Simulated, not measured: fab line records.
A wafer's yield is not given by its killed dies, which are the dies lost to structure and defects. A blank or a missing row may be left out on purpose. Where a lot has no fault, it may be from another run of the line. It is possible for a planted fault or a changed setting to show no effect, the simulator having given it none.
fab line records	flow n5Finfet
record lots=7	wafers=18	lastDay=18
route steps=1938 shown BEOL_M15@1811 PASSIVATION@1936
lots with no fault: from the same line, run without faults
startH: start of the lot's first displayed wafer, in hours after the record's first day	waitH: hours from the lot's prior step to this one	" as in the row above	L1.1+2: one row covering several wafers at once	- no value, or no start was given	* or withheld: withheld	< > ~ a bound
route shown NAME@n: names a module that has steps shown in the file, with the first one's number in the route	usual: mean and standard deviation over wafers with no fault	same: alike in all rows	chamber/n: place in a boat	sites: per-site readings	_std_site: standard deviation across them	_edge_site: outer sites' mean less inner sites'	radiusMm: how far each site lies from the wafer's centre	mask NAME#n: copy n	behind: the last tool/chamber to shape the wafer	hold: the reason the lot was held/the length of the hold in hours/how it ended	device: whichever transistor did not switch (one of n, p or np)	end of line: the same wafers' tests at the end of the route	for a step that has no rows: nothing shown but its recipe	killed: dies lost to structure and defects at the first sort, not the wafer's yield	map: a wafer's dies, x killed, . not, _ none there
set.NAME: the setting the step ran with; set.NAME@STEP: the setting that earlier step ran with	model.NAME: the simulator's own value behind a step, which no gauge read
a table for each step, a row for each wafer; lots at some steps of the route
services: when a tool's chamber went out of use (startH, in hours from the record's first day, below 0 if earlier), for how many hours, and the reason
## steps
# step N5_BEOL_M15_STRIP_36
# recipe chemistry=O2	powerW=600	tempC=60	pressureMtorr=30	rfFrequencyHz=6e+07	biasPowerW=0	overashFraction=0.3	o2FlowSccm=225
# step N5_BEOL_M15_STRIP_62
# recipe chemistry=O2	powerW=600	tempC=60	pressureMtorr=30	rfFrequencyHz=6e+07	biasPowerW=0	overashFraction=0.3	o2FlowSccm=225
# usual drypumpMotorCurrentA=5.7/0.46	oesProductAu=0.80/0.082	rfVppV=3.6/0.5	showerheadPlenumPTorr=2.07/0.067	throttleValvePct=16.68/0.15
lot.wafer	tool	chamber	startH	waitH	drypumpMotorCurrentA	oesProductAu	rfHoursCounterH	rfVppV	showerheadPlenumPTorr	throttleValvePct
L550.2	rieDiel-06	0	-	-	5.0	0.92	31	4.3	2.14	16.34
L550.4	"	1	"	"	6.6	0.88	41	3.7	2.14	16.59
L550.6	"	1	"	"	6.6	0.88	-	3.9	2.14	16.57
L553.1	rieDiel-02	0	-	-	5.1	0.88	38	3.9	2.12	16.64
L553.5	"	2	"	"	6.2	0.87	-	3.8	2.04	16.55
L553.6	"	1	"	"	5.9	0.73	-	2.8	2.09	16.76
L559.2	rieDiel-06	1	-	-	6.6	0.84	65	4.4	2.13	16.62
L559.4	"	3	"	"	6.1	0.98	9	3.8	2.25	16.77
L559.5	"	2	"	"	5.4	0.69	-	2.7	2.08	16.60
L564.2	rieDiel-02	0	-	-	5.2	0.84	66	3.6	2.11	16.69
L564.4	"	3	"	"	5.6	0.78	106	3.9	2.02	16.89
L565.4	rieDiel-03	2	-	-	5.9	0.71	226	3.1	1.98	16.62
L565.6	"	3	"	"	5.2	0.85	-	3.9	2.04	16.58
L568.2	rieDiel-03	3	-	-	5.2	0.86	61	3.8	2.04	16.57
L568.6	"	3	"	"	5.1	0.85	-	2.8	2.04	16.58
L571.2	rieDiel-03	3	-	-	5.1	0.84	69	3.0	2.04	16.58
L571.3	"	0	"	"	6.2	0.69	243	3.3	1.99	16.78
L571.4	"	1	"	"	5.3	0.79	119	2.7	2.03	16.89
# step N5_BEOL_M15_STRIP_37
# recipe chemistry=O2	powerW=600	tempC=60	pressureMtorr=30	rfFrequencyHz=6e+07	biasPowerW=0	overashFraction=0.3	o2FlowSccm=225
# usual drypumpMotorCurrentA=5.7/0.46	oesProductAu=0.80/0.083	rfVppV=3.6/0.71	showerheadPlenumPTorr=2.07/0.067	throttleValvePct=16.68/0.15
lot.wafer	tool	chamber	startH	waitH	drypumpMotorCurrentA	oesProductAu	rfHoursCounterH	rfVppV	showerheadPlenumPTorr	throttleValvePct
L550.2	rieDiel-06	0	-	-	5.0	0.91	31	3.1	2.14	16.34
L550.4	"	1	"	"	6.6	0.89	41	3.7	2.14	16.57
L550.6	"	1	"	"	6.6	0.89	-	3.7	2.14	16.59
L553.1	rieDiel-02	0	-	-	5.2	0.89	38	4.0	2.12	16.66
L553.5	"	2	"	"	6.2	0.88	-	3.1	2.04	16.54
L553.6	"	1	"	"	5.9	0.73	-	4.0	2.09	16.77
L559.2	rieDiel-06	1	-	-	6.6	0.84	65	3.1	2.13	16.64
L559.4	"	3	"	"	6.1	0.97	9	4.2	2.25	16.76
L559.5	"	2	"	"	5.4	0.68	-	4.4	2.08	16.60
L564.2	rieDiel-02	0	-	-	5.2	0.83	66	5.0	2.11	16.71
L564.4	"	3	"	"	5.7	0.79	106	3.7	2.02	16.90
L565.4	rieDiel-03	2	-	-	5.9	0.72	226	3.4	1.98	16.62
L565.6	"	3	"	"	5.2	0.85	-	3.2	2.04	16.55
L568.2	rieDiel-03	3	-	-	5.2	0.84	61	3.9	2.04	16.57
L568.6	"	3	"	"	5.1	0.85	-	3.1	2.04	16.57
L571.2	rieDiel-03	3	-	-	5.1	0.84	69	2.9	2.04	16.60
L571.3	"	0	"	"	6.2	0.69	243	4.0	1.99	16.78
L571.4	"	1	"	"	5.3	0.79	119	3.2	2.03	16.88
# step N5_BEOL_M15_ETCH_38
# recipe chemistry=CF4/N2	target=SiCN	targetDepthA=1064	taperDeg=2	timeS=120.5	ionEnergyEv=150	maskMaterial=SiO2	pressureMtorr=40	sourceW=430	biasW=70	Ar_flow_sccm=100	cf4FlowSccm=60	n2FlowSccm=60
# usual drypumpMotorCurrentA=5.7/0.46	oesProductAu=0.80/0.082	rfVppV=381.6/1.9	showerheadPlenumPTorr=2.18/0.062	throttleValvePct=15.45/0.14
lot.wafer	tool	chamber	startH	waitH	drypumpMotorCurrentA	oesProductAu	rfHoursCounterH	rfVppV	showerheadPlenumPTorr	throttleValvePct
L550.2	rieDiel-06	0	-	-	5.0	0.90	31	384.1	2.26	15.09
L550.4	"	1	"	"	6.6	0.88	41	382.9	2.24	15.30
L550.6	"	1	"	"	6.6	0.88	-	383.8	2.24	15.30
L553.1	rieDiel-02	0	-	-	5.1	0.88	38	383.8	2.23	15.40
L553.5	"	2	"	"	6.1	0.86	-	381.0	2.16	15.38
L553.6	"	1	"	"	5.9	0.75	-	384.3	2.20	15.53
L559.2	rieDiel-06	1	-	-	6.6	0.85	65	384.0	2.23	15.33
L559.4	"	3	"	"	6.1	0.97	9	384.5	2.34	15.39
L559.5	"	2	"	"	5.4	0.68	-	383.4	2.19	15.39
L564.2	rieDiel-02	0	-	-	5.2	0.85	66	381.5	2.22	15.46
L564.4	"	3	"	"	5.6	0.80	106	379.5	2.14	15.67
L565.4	rieDiel-03	2	-	-	5.9	0.69	226	380.4	2.10	15.45
L565.6	"	3	"	"	5.2	0.86	-	380.8	2.16	15.39
L568.2	rieDiel-03	3	-	-	5.2	0.85	61	382.1	2.16	15.37
L568.6	"	3	"	"	5.2	0.85	-	382.0	2.16	15.36
L571.2	rieDiel-03	3	-	-	5.2	0.83	69	380.0	2.16	15.38
L571.3	"	0	"	"	6.2	0.70	243	378.1	2.08	15.50
L571.4	"	1	"	"	5.3	0.79	119	380.4	2.14	15.61
# step N5_BEOL_M15_PRECLEAN_39
# recipe chemistry=residueRemover	timeS=60	tempC=40
# step N5_BEOL_M15_SRD_40
# recipe timeS=30	tempC=23	rinseLiquid=diw	dry=n2Spin	spinRpm=1500	dryTimeS=30
# step N5_BEOL_M15_DEGAS_41
# recipe ambient=vacuum	tempC=300	timeS=60
# usual heaterPowerW=480/35
lot.wafer	tool	chamber	startH	waitH	heaterPowerW
L550.2	pvdSputter-02	-	289.38	0.5	413
L550.4	"	-	"	"	490
L550.6	"	-	"	"	510
L553.1	pvdSputter-02	-	309.22	0.3	474
L553.5	"	-	"	"	471
L553.6	"	-	"	"	407
L559.2	pvdSputter-02	-	353.06	0.2	470
L559.4	"	-	"	"	422
L559.5	"	-	"	"	417
L564.2	pvdSputter-01	-	392.11	0.4	429
L564.4	"	-	"	"	467
L565.4	pvdSputter-03	-	394.08	2.3	519
L565.6	"	-	"	"	528
L568.2	pvdSputter-01	-	394.73	0.3	444
L568.6	"	-	"	"	502
L571.2	pvdSputter-01	-	420.06	0.2	432
L571.3	"	-	"	"	470
L571.4	"	-	"	"	431
# step N5_BEOL_M15_PRE_CLEAN_42
# recipe gas=H2/He	timeS=30	tempC=300
# step N5_BEOL_M15_SPUTTER_43
# recipe material=TaN	targetThkA=150	tempC=50	biasV=168.6	powerW=15000	chamberPressurePa=0.12	timeS=24.19
# step N5_BEOL_M15_SPUTTER_44
# recipe material=Ta	targetThkA=150	tempC=50	biasV=80	powerW=15000	chamberPressurePa=0.07	timeS=24.19
# usual throttleValvePct=29.9/1.2
lot.wafer	tool	chamber	startH	waitH	throttleValvePct
L550.2	pvdSputter-02	-	289.54	0.0	29.4
L550.4	"	-	"	"	29.1
L550.6	"	-	"	"	29.2
L553.1	pvdSputter-02	-	309.38	0.0	29.2
L553.5	"	-	"	"	31.3
L553.6	"	-	"	"	29.6
L559.2	pvdSputter-02	-	353.22	0.0	29.4
L559.4	"	-	"	"	29.4
L559.5	"	-	"	"	29.7
L564.2	pvdSputter-01	-	392.27	0.0	26.6
L564.4	"	-	"	"	29.2
L565.4	pvdSputter-03	-	394.24	0.0	31.1
L565.6	"	-	"	"	29.9
L568.2	pvdSputter-01	-	394.89	0.0	26.5
L568.6	"	-	"	"	28.9
L571.2	pvdSputter-01	-	420.22	0.0	26.7
L571.3	"	-	"	"	29.3
L571.4	"	-	"	"	29.6
# step N5_BEOL_M15_SPUTTER_45
# recipe material=Cu	targetThkA=1000	tempC=-20	biasV=60	powerW=26000	chamberPressurePa=0.13	timeS=16.67
# step N5_BEOL_M15_ECD_47
# recipe material=Cu	targetThkA=18600
lot.wafer	tool	chamber	startH	waitH	model.Cu_of_BEOL_M15_ECD_47.thkNm
L550.2	ecdCu-02	0	289.74	0.1	1832
L550.4	"	1	"	"	1854
L550.6	"	1	"	"	1856
L553.1	ecdCu-02	0	309.57	0.1	1861
L553.5	"	0	"	"	1852
L553.6	"	1	"	"	1831
L559.2	ecdCu-01	0	353.42	0.1	1861
L559.4	"	0	"	"	1851
L559.5	"	0	"	"	1836
L564.2	ecdCu-02	0	392.47	0.1	1859
L564.4	"	0	"	"	1452
L565.4	ecdCu-02	1	394.51	0.2	1483
L565.6	"	0	"	"	1472
L568.2	ecdCu-02	1	395.09	0.1	1857
L568.6	"	0	"	"	1461
L571.2	ecdCu-01	1	420.41	0.1	1829
L571.3	"	1	"	"	1883
L571.4	"	0	"	"	1894
# step N5_BEOL_M15_ANNEAL_48
# recipe tempC=225	timeS=90	ambient=N2
# step N5_PASSIVATION_PROBE_49
# usual defectLimitedYield=91.0/1.5	killed_at_M0_to_M3=35/11	killed_at_M4_up=15/5.5	killedAtContacts=12/5.5	killedAtFrontEnd=40/11	killedAtOther=4/3.1	killedDies=106/18	killedOpen=70/12	killedShort=33/8	sort_bin_5_function=5.2/1	sort_bin_6_memory=3.4/0.66	sortNPass=1074/18	sortYieldPct=91.0/1.5
# same grossDies=1180	killedAtBackSide=0	sort_bin_4_leakage[%]=0	sort_bin_8_speed[%]=0
lot.wafer	tool	chamber	startH	waitH	defectLimitedYield[%]	killed_at_M0_to_M3	killed_at_M4_up	killedAtContacts	killedAtFrontEnd	killedAtOther	killedDies	killedOpen	killedShort	sort_bin_5_function[%]	sort_bin_6_memory[%]	sortNPass	sortYieldPct[%]
L550.2	prober-02	-	304.38	0.1	89.4	63	6	16	34	6	125	88	37	6.2	4.3	1055	89.4
L550.4	prober-02	-	304.48	0.2	90.2	46	18	8	40	4	116	68	46	5.8	3.4	1064	90.2
L550.6	prober-02	-	304.58	0.3	89.2	47	14	16	50	1	128	89	37	7.2	3.5	1052	89.2
L553.1	prober-02	-	323.12	0.0	90.6	21	21	19	46	4	111	80	30	4.8	4.2	1069	90.6
L553.5	prober-02	-	323.32	0.2	91.5	37	17	9	34	3	100	71	27	5.4	2.9	1080	91.5
L553.6	prober-02	-	323.37	0.3	92.8	25	20	5	34	1	85	58	26	4.2	2.7	1095	92.8
L559.2	prober-02	-	369.19	0.1	88.8	43	14	17	53	5	132	82	37	5.7	4.4	1048	88.8
L559.4	prober-02	-	369.29	0.2	92.3	28	14	12	34	3	91	59	30	4.6	2.9	1089	92.3
L559.5	prober-02	-	369.34	0.2	89.1	44	13	22	49	1	129	87	40	6.6	3.9	1051	89.1
L564.2	prober-01	-	409.57	0.1	91.1	42	19	8	32	4	105	66	30	4.2	4.7	1075	91.1
L564.4	prober-01	-	409.67	0.2	90.5	33	8	9	58	4	112	75	24	5.2	3.3	1068	90.5
L565.4	prober-01	-	410.86	0.2	92.1	52	6	11	24	0	93	57	36	4.7	2.8	1087	92.1
L565.6	prober-01	-	410.96	0.3	92.7	40	15	8	19	4	86	58	26	3.9	3.3	1094	92.7
L568.2	prober-02	-	412.37	0.1	89.8	50	19	7	43	1	120	73	45	6.0	4.1	1060	89.8
L568.6	prober-02	-	412.57	0.3	87.7	60	18	9	56	2	145	91	47	7.5	4.3	1035	87.7
L571.2	prober-01	-	435.81	0.1	91.0	28	15	17	31	15	106	66	36	5.3	3.3	1074	91.0
L571.3	prober-01	-	435.86	0.1	91.6	24	14	17	36	8	99	76	21	4.7	3.1	1081	91.6
L571.4	prober-01	-	435.91	0.2	90.8	29	18	10	43	9	109	76	30	6.3	2.9	1071	90.8
# killed by level:class
L550.2 BEOL_M3:geometricParticle:open=16 MOL_CONTACT_COAG:geometricParticle:open=15 FIN_SAQP:geometricParticle:open=13 BEOL_M1:geometricParticle:open=13 BEOL_M0_SAQP:geometricParticle:short=11 BEOL_M0_SAQP:geometricParticle:open=7 STI_FIN_REVEAL:geometricParticle:open=4 BEOL_M2:geometricParticle:open=4
L550.4 GATE_CUT:geometricParticle:short=11 BEOL_M0_SAQP:geometricParticle:open=10 FIN_SAQP:geometricParticle:open=7 BEOL_M0_SAQP:geometricParticle:short=7 BEOL_M4:geometricParticle:open=6 MOL_CONTACT_COAG:geometricParticle:open=6 BEOL_M1:geometricParticle:open=6 BEOL_M2:geometricParticle:open=6
L550.6 MOL_CONTACT_COAG:geometricParticle:open=13 BEOL_M2:geometricParticle:open=11 FIN_SAQP:geometricParticle:open=9 GATE_CUT:geometricParticle:short=9 DUMMY_GATE:geometricParticle:open=8 BEOL_M3:geometricParticle:open=8 BEOL_M4:geometricParticle:open=8 BEOL_M0_SAQP:geometricParticle:open=7
L553.1 MOL_CONTACT_COAG:geometricParticle:open=15 BEOL_M4:geometricParticle:open=12 STI_FIN_REVEAL:geometricParticle:open=11 FIN_SAQP:geometricParticle:open=6 GATE_CUT:geometricParticle:open=6 FIN_SAQP:geometricParticle:short=5 DUMMY_GATE:geometricParticle:short=4 MOL_CONTACT_COAG:geometricParticle:short=4
L553.5 BEOL_M0_SAQP:geometricParticle:open=11 BEOL_M3:geometricParticle:open=10 STI_FIN_REVEAL:geometricParticle:open=9 MOL_CONTACT_COAG:geometricParticle:open=8 BEOL_M1:geometricParticle:open=7 FIN_SAQP:geometricParticle:open=5 STARTING-WAFER:geometricParticle:short=5 BEOL_M0_SAQP:geometricParticle:short=4
L553.6 BEOL_M4:geometricParticle:open=9 STI_FIN_REVEAL:geometricParticle:open=8 BEOL_M0_SAQP:geometricParticle:open=8 STI_FIN_REVEAL:geometricParticle:short=5 MOL_CONTACT_COAG:geometricParticle:open=5 BEOL_M5:geometricParticle:open=5 STARTING-WAFER:geometricParticle:short=5 BEOL_M1:geometricParticle:short=4
L559.2 BEOL_M0_SAQP:geometricParticle:open=17 BEOL_M0_SAQP:geometricParticle:short=16 MOL_CONTACT_COAG:geometricParticle:open=13 FIN_SAQP:geometricParticle:open=10 BEOL_M4:geometricParticle:open=9 HKMG_FIN:areaEtch=9 FIN_SAQP:geometricParticle:short=7 STI_FIN_REVEAL:geometricParticle:open=5
L559.4 FIN_SAQP:geometricParticle:open=11 MOL_CONTACT_COAG:geometricParticle:open=10 BEOL_M0_SAQP:geometricParticle:short=8 BEOL_M4:geometricParticle:open=7 STI_FIN_REVEAL:geometricParticle:open=5 GATE_CUT:geometricParticle:short=5 BEOL_M2:geometricParticle:open=4 ILD0:geometricParticle:short=3
L559.5 MOL_CONTACT_COAG:geometricParticle:open=18 BEOL_M0_SAQP:geometricParticle:open=13 BEOL_M3:geometricParticle:open=10 FIN_SAQP:geometricParticle:short=9 STI_FIN_REVEAL:geometricParticle:open=8 BEOL_M0_SAQP:geometricParticle:short=8 FIN_SAQP:geometricParticle:open=7 GATE_CUT:geometricParticle:short=6
L564.2 BEOL_M0_SAQP:geometricParticle:open=16 BEOL_M0_SAQP:geometricParticle:short=11 FIN_SAQP:geometricParticle:open=10 BEOL_M4:geometricParticle:open=7 GATE_CUT:geometricParticle:short=5 DUMMY_GATE:geometricParticle:open=5 MOL_CONTACT_COAG:geometricParticle:open=5 BEOL_M2:geometricParticle:open=4
L564.4 FIN_SAQP:geometricParticle:open=20 BEOL_M0_SAQP:geometricParticle:open=13 HKMG_FIN:areaEtch=10 BEOL_M1:geometricParticle:open=8 FIN_SAQP:geometricParticle:short=7 MOL_CONTACT_COAG:geometricParticle:open=7 DUMMY_GATE:geometricParticle:open=6 BEOL_M0_SAQP:geometricParticle:short=6
L565.4 BEOL_M0_SAQP:geometricParticle:short=9 FIN_SAQP:geometricParticle:open=8 BEOL_M3:geometricParticle:open=8 BEOL_M1:geometricParticle:open=8 BEOL_M0_SAQP:geometricParticle:open=7 BEOL_M2:geometricParticle:open=7 MOL_CONTACT_COAG:geometricParticle:short=6 MOL_CONTACT_COAG:geometricParticle:open=5
L565.6 BEOL_M2:geometricParticle:open=13 BEOL_M0_SAQP:geometricParticle:short=12 BEOL_M3:geometricParticle:open=7 MOL_CONTACT_COAG:geometricParticle:open=6 FIN_SAQP:geometricParticle:open=5 STI_FIN_REVEAL:geometricParticle:open=5 BEOL_M4:geometricParticle:open=4 BEOL_M1:geometricParticle:short=3
L568.2 BEOL_M2:geometricParticle:open=11 FIN_SAQP:geometricParticle:short=10 STI_FIN_REVEAL:geometricParticle:open=9 BEOL_M0_SAQP:geometricParticle:short=9 BEOL_M3:geometricParticle:open=7 BEOL_M4:geometricParticle:open=7 MOL_CONTACT_COAG:geometricParticle:open=6 BEOL_M1:geometricParticle:open=6
L568.6 BEOL_M1:geometricParticle:open=15 FIN_SAQP:geometricParticle:open=13 BEOL_M0_SAQP:geometricParticle:short=13 STI_FIN_REVEAL:geometricParticle:open=11 FIN_SAQP:geometricParticle:short=10 BEOL_M0_SAQP:geometricParticle:open=9 BEOL_M2:geometricParticle:open=9 BEOL_M4:geometricParticle:open=7
L571.2 MOL_CONTACT_COAG:geometricParticle:open=12 BEOL_M3:geometricParticle:open=10 FIN_SAQP:geometricParticle:short=7 STI_FIN_REVEAL:geometricParticle:open=7 BEOL_M4:geometricParticle:open=6 MOL_CONTACT_COAG:geometricParticle:short=4 BEOL_M2:geometricParticle:open=4 MIM_BOT:geometricParticle:open=4
L571.3 MOL_CONTACT_COAG:geometricParticle:open=14 STI_FIN_REVEAL:geometricParticle:open=10 BEOL_M4:geometricParticle:open=10 BEOL_M2:geometricParticle:open=8 ILD0:geometricParticle:open=6 BEOL_M3:geometricParticle:open=4 STARTING-WAFER:geometricParticle:open=4 FIN_SAQP:geometricParticle:open=3
L571.4 STI_FIN_REVEAL:geometricParticle:open=17 BEOL_M4:geometricParticle:open=9 MOL_CONTACT_COAG:geometricParticle:open=7 BEOL_M0_SAQP:geometricParticle:short=6 BEOL_M0_SAQP:geometricParticle:open=6 BEOL_M1:geometricParticle:open=6 FIN_SAQP:geometricParticle:short=5 BEOL_M2:geometricParticle:open=4
## services
tool	chamber	startH	hours	kind
rieDiel-02	0	273.19	4.9	repair
rieDiel-02	1	278.60	2.9	repair
rieDiel-02	0	284.97	23.0	repair
rieDiel-06	3	297.74	-	clean
rieDiel-06	3	297.74	-	consumableReplace:focusRing
rieDiel-06	3	297.74	-	consumableReplace:showerhead
rieDiel-06	3	297.74	24.9	scheduledDown
rieDiel-06	3	297.74	24.9	ventCycle
rieDiel-02	3	300.21	8.8	repair
rieDiel-06	2	310.73	7.4	repair
rieDiel-03	-	315.29	14.6	pm
rieDiel-02	-	339.92	2.8	pm
rieDiel-02	1	353.53	4.2	repair
rieDiel-06	-	360.65	1.0	repair
rieDiel-02	-	398.65	0.5	repair
rieDiel-03	0	402.50	5.7	repair
rieDiel-06	0	406.18	9.9	repair
rieDiel-02	3	406.85	3.4	repair
rieDiel-03	3	411.08	2.6	repair
rieDiel-06	-	419.35	11.6	repair
## key
firstSign none at tools or gauges
modelEffect step=N5_BEOL_M15_ECD_47	value=Cu_of_BEOL_M15_ECD_47.thkNm	without=1878	struck=1467
metAt N5_BEOL_M15_ECD_47
struckWafers L564.4,L565.4,L565.6,L568.6
baselineLoss step=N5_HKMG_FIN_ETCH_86	wafers=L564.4
onsetBetween 309.57 392.47
fault kind=processParameterDrift	tool=ecdCu-02	chamber=-	onsetH=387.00	steps=N5_BEOL_M15_ECD_47	channel=targetThkA	offset=*	shape=step	endH=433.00	scope=struckWafersOnly	actsIn=*	stated=*
# baselineLoss: these wafers lose ten dies or more at that step, a loss of the line's own and not of a fault; the sort's usual values leave them out
